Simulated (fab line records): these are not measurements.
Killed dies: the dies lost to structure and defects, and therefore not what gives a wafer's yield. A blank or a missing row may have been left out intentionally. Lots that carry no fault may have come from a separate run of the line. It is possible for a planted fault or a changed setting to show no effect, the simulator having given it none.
Tool commonality check + flow nand-harc + 8 lots, 24 wafers sampled

== REASON FOR OPENING ==
Flagged at NHARC_END_SORT_01: reading sort_bin_2_pct, on 3 of 8 lots. Fault-free wafers read 1.4 %, with a standard deviation of 0.55.
Rule: a lot is flagged in two cases, either no wafer of it has a number, or all its wafers with numbers fall more than 4 standard deviations from that mean. The other lots count as sound.

| lot  | measured     | on        | sort_bin_2_pct (%), wafer by wafer | flag    |
|------|--------------|-----------|------------------------------------|---------|
| L518 | day 19 09:50 | prober-02 | 1.5 2.1 1.0                        |         |
| L521 | day 20 06:18 | prober-01 | 1.3 0.7 1.8                        |         |
| L520 | day 20 14:07 | prober-01 | 1.0 1.5 1.3                        |         |
| L525 | day 21 11:08 | prober-01 | 98.8 98.7 96.2                     | FLAGGED |
| L527 | day 21 13:59 | prober-02 | 98.2 97.5 97.9                     | FLAGGED |
| L528 | day 21 21:26 | prober-01 | 98.4 97.8 97.8                     | FLAGGED |
| L537 | day 24 05:47 | prober-02 | 1.5 1.3 1.6                        |         |
| L535 | day 24 05:50 | prober-01 | 1.3 1.3 1.6                        |         |
Averaged over the flagged lots the numbers come to 97.9 %, +96.5 % from the usual (+99 or more standard deviations).

== EACH LOT AND THE TOOL IT RAN ON ==
Before the reading, the record contains 3 process steps out of a 1159-step route. Each cell gives the tool, then ch followed by the chambers the sampled wafers passed through, then the start.
| lot  | flag    | NHARC_A_BLC_ETCH_18                           | NHARC_A_BLC_STRIP_29               | NHARC_A_M0_ETCH_34                 |
|------|---------|-----------------------------------------------|------------------------------------|------------------------------------|
| L518 |         | rie-diel-05 ch 0,2,3, day 17 13:26 or earlier | rie-diel-05 ch 0,2,3, day 17 13:32 | rie-diel-02 ch 0,2,3, day 17 16:34 |
| L521 |         | rie-diel-08 ch 1,3, day 18 00:14 or earlier   | rie-diel-09 ch 1,2,3, day 18 00:19 | rie-diel-02 ch 0,1,2, day 18 09:00 |
| L520 |         | rie-diel-05 ch 1,2, day 18 00:50 or earlier   | rie-diel-09 ch 2,3, day 18 00:56   | rie-diel-02 ch 0,1,2, day 18 09:30 |
| L525 | FLAGGED | rie-diel-08 ch 1,3, day 19 06:09 or earlier   | rie-diel-05 ch 0,2,3, day 19 06:15 | rie-diel-07 ch 1,2, day 19 13:00   |
| L527 | FLAGGED | rie-diel-05 ch 0,1,3, day 19 13:15 or earlier | rie-diel-08 ch 1,3, day 19 13:19   | rie-diel-02 ch 0,3, day 19 21:47   |
| L528 | FLAGGED | rie-diel-05 ch 2,3, day 19 20:11 or earlier   | rie-diel-05 ch 1,2,3, day 19 20:19 | rie-diel-04 ch 2,3, day 20 02:52   |
| L537 |         | rie-diel-08 ch 1,3, day 22 04:55 or earlier   | rie-diel-08 ch 1,2,3, day 22 05:00 | rie-diel-07 ch 1,2, day 22 09:44   |
| L535 |         | rie-diel-05 ch 0,1,3, day 22 05:57 or earlier | rie-diel-08 ch 1,2, day 22 06:02   | rie-diel-02 ch 0,1,2, day 22 09:59 |
What is done by these steps:
- NHARC_A_BLC_ETCH_18: etches the open film in C4F8/O2/Ar, target depth 910 nm.
- NHARC_A_BLC_STRIP_29: strips in CF4.
- NHARC_A_M0_ETCH_34: etches the open film in N2/H2, target depth 40 nm, overetch 12 nm, time 43.94 s.
- NHARC_END_SORT_01

== FLAGGED OVER TOTAL, TOOL BY TOOL (the gauges that took the reading come last) ==
| step                 | tool        | lots run | flagged | share of the flagged lots | sound lots run after its first flagged lot |
|----------------------|-------------|----------|---------|---------------------------|--------------------------------------------|
| NHARC_A_BLC_ETCH_18  | rie-diel-05 | 5        | 2       | some                      | 1 (L535)                                   |
| NHARC_A_BLC_ETCH_18  | rie-diel-08 | 3        | 1       | some                      | 1 (L537)                                   |
| NHARC_A_BLC_STRIP_29 | rie-diel-05 | 3        | 2       | some                      | 0                                          |
| NHARC_A_BLC_STRIP_29 | rie-diel-08 | 3        | 1       | some                      | 2 (L537,L535)                              |
| NHARC_A_BLC_STRIP_29 | rie-diel-09 | 2        | 0       | none                      | -                                          |
| NHARC_A_M0_ETCH_34   | rie-diel-02 | 5        | 1       | some                      | 1 (L535)                                   |
| NHARC_A_M0_ETCH_34   | rie-diel-04 | 1        | 1       | some                      | 0                                          |
| NHARC_A_M0_ETCH_34   | rie-diel-07 | 2        | 1       | some                      | 1 (L537)                                   |
| NHARC_END_SORT_01    | prober-01   | 5        | 2       | some                      | 1 (L535)                                   |
| NHARC_END_SORT_01    | prober-02   | 3        | 1       | some                      | 1 (L537)                                   |
NHARC_A_BLC_ETCH_18: start missing for some lots; hours and lot order therefore follow NHARC_A_BLC_CD_MEAS_19.

== WHAT THE TABLE PERMITS ==
No row of the table ran every flagged lot.

== WHAT HAD BEEN PUT IN BY THE SIMULATOR ==
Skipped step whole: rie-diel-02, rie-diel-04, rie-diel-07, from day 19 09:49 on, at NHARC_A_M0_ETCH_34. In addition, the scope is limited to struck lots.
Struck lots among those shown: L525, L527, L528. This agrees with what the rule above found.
